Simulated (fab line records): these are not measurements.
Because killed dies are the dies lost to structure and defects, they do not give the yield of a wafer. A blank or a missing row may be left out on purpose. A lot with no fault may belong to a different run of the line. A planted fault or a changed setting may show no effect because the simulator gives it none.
Chamber matching | flow n5-finfet | N5_BEOL_M10_ILD_DEP_00 on pecvd-03: 3 sister chambers
The step deposits SiCOH lowk from DEMS/porogen, target thk 308.51 nm, time 58 s. 16 wafers are shown with their chamber, then 8 later ones without.

## WAFERS PAIRED WITH THEIR CHAMBERS
wafer  | chamber | throttle-valve-pct (%) | showerhead-plenum-p-Torr (Torr) | heater-power-w (W)
L077.1 | 1       | 13.4                   | 5.741                           | 304
L077.2 | 0       | 14.4                   | 5.728                           | 307
L077.4 | 0       | 14.3                   | 5.732                           | 316
L079.1 | 1       | 13.2                   | 5.740                           | 304
L079.4 | 1       | 13.4                   | 5.736                           | 246
L079.6 | 1       | 13.0                   | 5.738                           | 263
L080.2 | 1       | 13.2                   | 5.738                           | 255
L080.3 | 2       | 11.8                   | 5.705                           | 279
L080.4 | 1       | 13.7                   | 5.742                           | 272
L084.1 | 2       | 12.2                   | 5.708                           | 291
L084.3 | 1       | 13.5                   | 5.736                           | 295
L084.5 | 0       | 14.5                   | 5.741                           | 288
L086.1 | 2       | 12.2                   | 5.730                           | 343
L086.2 | 1       | 13.6                   | 5.733                           | 282
L086.3 | 0       | 14.6                   | 5.736                           | 304
L085.2 | 2       | 12.3                   | 5.735                           | 298

SIGNATURES, as means of the wafers listed above
reading                  | chamber 0 | chamber 1 | chamber 2 | scatter within a chamber
throttle-valve-pct       | 14.450    | 13.375    | 12.125    | 0.21
showerhead-plenum-p-Torr | 5.73425   | 5.73800   | 5.71950   | 0.00808
heater-power-w           | 303.75    | 277.62    | 302.75    | 21.9
Rule: a wafer lies at a distance from a chamber equal to the root of the sum of squares, over the readings, of (its reading less the chamber's mean, divided by the reading's scatter). If the next closest chamber is less than 2 further off than the closest, the wafer can't be placed; otherwise it belongs to the closest. The scatter: take each reading less its chamber's mean, square it, sum over the shown wafers, divide by the number of wafers less the number of chambers, and take the root.

## WAFERS WHOSE CHAMBER IS MISSING
wafer  | throttle-valve-pct (%) | showerhead-plenum-p-Torr (Torr) | heater-power-w (W)
L085.4 | 14.4                   | 5.745                           | 304
L085.6 | 13.4                   | 5.749                           | 303
L087.1 | 14.8                   | 5.727                           | 305
L087.2 | 13.4                   | 5.746                           | 252
L087.5 | 13.2                   | 5.728                           | 260
L094.4 | 12.6                   | 5.722                           | 300
L094.5 | 14.7                   | 5.718                           | 270
L094.6 | 13.2                   | 5.734                           | 306

## WHICH CHAMBER EACH ONE RAN IN
wafer  | from the rows above | in truth
L085.4 | 0                   | 0
L085.6 | 1                   | 1
L087.1 | 0                   | 0
L087.2 | 1                   | 1
L087.5 | 1                   | 1
L094.4 | 2                   | 2
L094.5 | 0                   | 0
L094.6 | 1                   | 1
Correctly placed: 8 of 8. Not placeable from these rows: 0. Wrongly placed: 0.
